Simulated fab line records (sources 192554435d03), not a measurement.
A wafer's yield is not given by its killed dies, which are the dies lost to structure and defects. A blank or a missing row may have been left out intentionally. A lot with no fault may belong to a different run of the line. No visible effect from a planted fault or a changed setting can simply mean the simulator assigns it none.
Matching of chambers | flow n5-finfet | rie-diel-05 running N5_BEOL_M5_ETCH_75: 4 sister chambers
The step etches underlayer in N2/H2, target depth 6.5 nm, time 5.2 s. 14 wafers are shown with their chamber, then 7 later ones without.

EACH WAFER AND ITS CHAMBER
wafer  | chamber | drypump-motor-current-A (A) | showerhead-plenum-p-Torr (Torr) | throttle-valve-pct (%)
L075.1 | 3       | 6.1                         | 2.52                            | 18.10
L075.2 | 0       | 5.3                         | 2.64                            | 17.57
L075.6 | 3       | 6.0                         | 2.52                            | 18.09
L082.1 | 0       | 5.3                         | 2.63                            | 17.59
L082.3 | 2       | 6.3                         | 2.63                            | 17.95
L082.4 | 3       | 6.1                         | 2.51                            | 18.12
L084.3 | 1       | 5.1                         | 2.65                            | 18.23
L084.5 | 0       | 5.3                         | 2.63                            | 17.61
L084.6 | 3       | 6.0                         | 2.51                            | 18.13
L087.3 | 0       | 5.3                         | 2.63                            | 17.59
L087.4 | 3       | 6.0                         | 2.51                            | 18.15
L087.5 | 2       | 6.3                         | 2.63                            | 17.99
L092.1 | 2       | 6.4                         | 2.63                            | 17.99
L092.2 | 0       | 5.3                         | 2.62                            | 17.62

SIGNATURES, as means of the wafers listed above
reading                  | chamber 0 | chamber 1 | chamber 2 | chamber 3 | scatter within a chamber
drypump-motor-current-A  | 5.300     | 5.100     | 6.333     | 6.040     | 0.0432
showerhead-plenum-p-Torr | 2.6300    | 2.6500    | 2.6300    | 2.5140    | 0.00566
throttle-valve-pct       | 17.5960   | 18.2300   | 17.9767   | 18.1180   | 0.0221
Rule: for a wafer and a chamber, the distance is found by dividing, reading by reading, the gap between the wafer's reading and the chamber's mean by the reading's scatter, squaring, summing and taking the root. The wafer belongs to the nearest chamber; if the next one is less than 2 further off, it can't be placed. The scatter: the root of (the sum of the squares of (reading less its chamber's mean) over the shown wafers, divided by (wafers less chambers)).

WAFERS WITH NO CHAMBER GIVEN
wafer  | drypump-motor-current-A (A) | showerhead-plenum-p-Torr (Torr) | throttle-valve-pct (%)
L092.5 | 6.0                         | 2.51                            | 17.67
L095.1 | 5.3                         | 2.62                            | 17.63
L095.2 | 6.0                         | 2.51                            | 17.71
L095.3 | 6.4                         | 2.63                            | 17.99
L095.4 | 6.1                         | 2.51                            | 17.69
L095.5 | 5.3                         | 2.62                            | 17.64
L095.6 | 6.3                         | 2.63                            | 17.98

EACH ONE'S CHAMBER
wafer  | from the rows above | in truth
L092.5 | 3                   | 3
L095.1 | 0                   | 0
L095.2 | 3                   | 3
L095.3 | 2                   | 2
L095.4 | 3                   | 3
L095.5 | 0                   | 0
L095.6 | 2                   | 2
Placed correctly: 7 of 7. Number that these rows cannot place: 0. Number placed wrongly: 0.
